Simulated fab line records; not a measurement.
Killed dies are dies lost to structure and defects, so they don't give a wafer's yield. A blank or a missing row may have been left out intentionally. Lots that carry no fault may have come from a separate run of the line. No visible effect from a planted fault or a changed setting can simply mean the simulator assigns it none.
8D (eight disciplines) problem report, filled in by code | flow n5Finfet | the parts of the form that need people (team, actions taken, sign-off) are left out

1. THE ISSUE
Wafers without a fault read 1500.0 rpm, standard deviation 0.96; spinSpeedRpm at N5_GATE_CUT_COAT_35 reads a mean of 1562.5 rpm on 6 wafers belonging to 2 lots. That is +65 standard deviations from the usual mean.
The step: time 60 s, resist thk 10 nm.
First observed at day 8 15:56: wafer L129.1, on lithoTrack-02. Wafers with a number at this step in the record: 18, from 6 lots. Rule for "out", or "out of limits": more than 4 standard deviations from the usual mean. The rest of the wafers with a number are treated as sound.

2. WHAT IT IS, AND WHAT IT ISN'T
question                    | is                     | is not
which readings at this step | spinSpeedRpm           | dispensePressureKPa
which lots                  | L129, L134             | L114, L116, L119, L122
which wafers of those lots  | all that have a number | -
read on which tools         | lithoTrack-02          | lithoTrack-01, lithoTrack-04
when                        | from day 8 15:56       | up to then (12 sound wafers)

3. THE SUSPECTS, EACH WITH WHAT RULES IT OUT
Counting: any tool at a process step up to the reading is kept as a suspect provided that every lot that is out went through it and no sound lot did after the first of them.
- rieDiel-01 at N5_GATE_CUT_ETCH_58 (etches SiNx in CH3F/O2, target depth 17 nm, time 128.6 s): kept. It ran every lot that is out, first L129 (day 8 12:20), and no sound lot after that.
- lithoTrack-02 at N5_GATE_CUT_COAT_35 (time 60 s, resist thk 10 nm): kept. Every lot that is out went through it, starting with L129 (day 8 15:56), and after that it ran no sound lot; the last sound lot it ran before then is L119 (day 6 04:14). On those wafers its own readings are out: spinSpeedRpm.
Left after counting: rieDiel-01 at N5_GATE_CUT_ETCH_58, lithoTrack-02 at N5_GATE_CUT_COAT_35.

4. THE CAUSE (what the simulator had put in)
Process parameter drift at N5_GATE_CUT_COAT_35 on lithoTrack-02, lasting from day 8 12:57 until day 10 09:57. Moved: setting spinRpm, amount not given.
Counting leaves 2 suspects; this tool is one of them.

5. THE CHAIN OF EFFECTS, in route order
Each row: a reading whose mean over the struck wafers that have a number lies more than 3 standard deviations from the usual. Scope: only readings with a usual standard deviation given in the record; hours: median across lots of the time from each lot's start at the first step in this table that gives one to its start at this step; sigmas: change in usual standard deviations.
hours | step                | reading      | usual      | on struck wafers | change | sigmas
0     | N5_GATE_CUT_COAT_35 | spinSpeedRpm | 1500.0 rpm | 1562.5           | +62.5  | +65
Process steps it contains:
- N5_GATE_CUT_COAT_35: time 60 s, resist thk 10 nm.
Later steps that measure or inspect, where all struck wafers having a row at the step show a number for every such reading and not one has moved that far: N5_GATE_CUT_CD_MEAS_13, N5_GATE_CUT_OVL_MEAS_14, N5_GATE_CUT_INSPECT_15, N5_BEOL_M4_RC_MEAS_101.

6. HOW IT WOULD HAVE BEEN CAUGHT EARLIER
3 hours passed between the start of the fault at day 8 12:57 and the first reading out of limits in this record, taken at day 8 15:56.
